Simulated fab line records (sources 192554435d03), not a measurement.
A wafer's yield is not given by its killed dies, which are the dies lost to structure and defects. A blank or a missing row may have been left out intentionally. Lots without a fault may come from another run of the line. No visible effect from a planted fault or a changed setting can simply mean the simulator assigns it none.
Chamber matching ; flow n5Finfet ; uvCure-01 running N5_BEOL_M5_CURE_79: 3 sister chambers
The step cures SiCOH lowk, time 240 s. 3 wafers are shown with their chamber, then 8 later ones without.

WAFERS WITH THEIR CHAMBER
wafer;chamber;wafer_temp_C_max
L079.6;2;386.2
L082.6;0;387.2
L087.1;1;387.9

WAFERS MISSING THEIR CHAMBER
wafer;wafer_temp_C_max
L087.4;387.5
L087.5;387.4
L089.1;387.3
L089.4;387.6
L089.5;388.3
L090.1;387.6
L090.2;387.2
L090.5;387.4

THE CHAMBER EACH PASSED THROUGH
wafer;from the rows above;in truth
L087.4;can't be placed: 0 or 1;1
L087.5;can't be placed: 0 or 1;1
L089.1;can't be placed: 0 or 1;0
L089.4;can't be placed: 1 or 0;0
L089.5;1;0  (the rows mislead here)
L090.1;can't be placed: 1 or 0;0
L090.2;0;0
L090.5;can't be placed: 0 or 1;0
Correctly placed: 1 of 8. From these rows, 6 cannot be placed; in 6 the true chamber is one of the candidates. Wrongly placed: 1.
How it was worked out, from the rows above alone: a wafer's distance from a chamber is the root of the sum, over the readings, of the square of ((its reading less the chamber's mean) divided by the reading's scatter). The wafer belongs to the nearest chamber; if the next one is less than 2 further off, it can't be placed. A chamber's mean is the mean of its shown wafers. The scatter: root of mean squared gap, hidden wafer to nearest shown wafer, with one shown wafer a chamber.
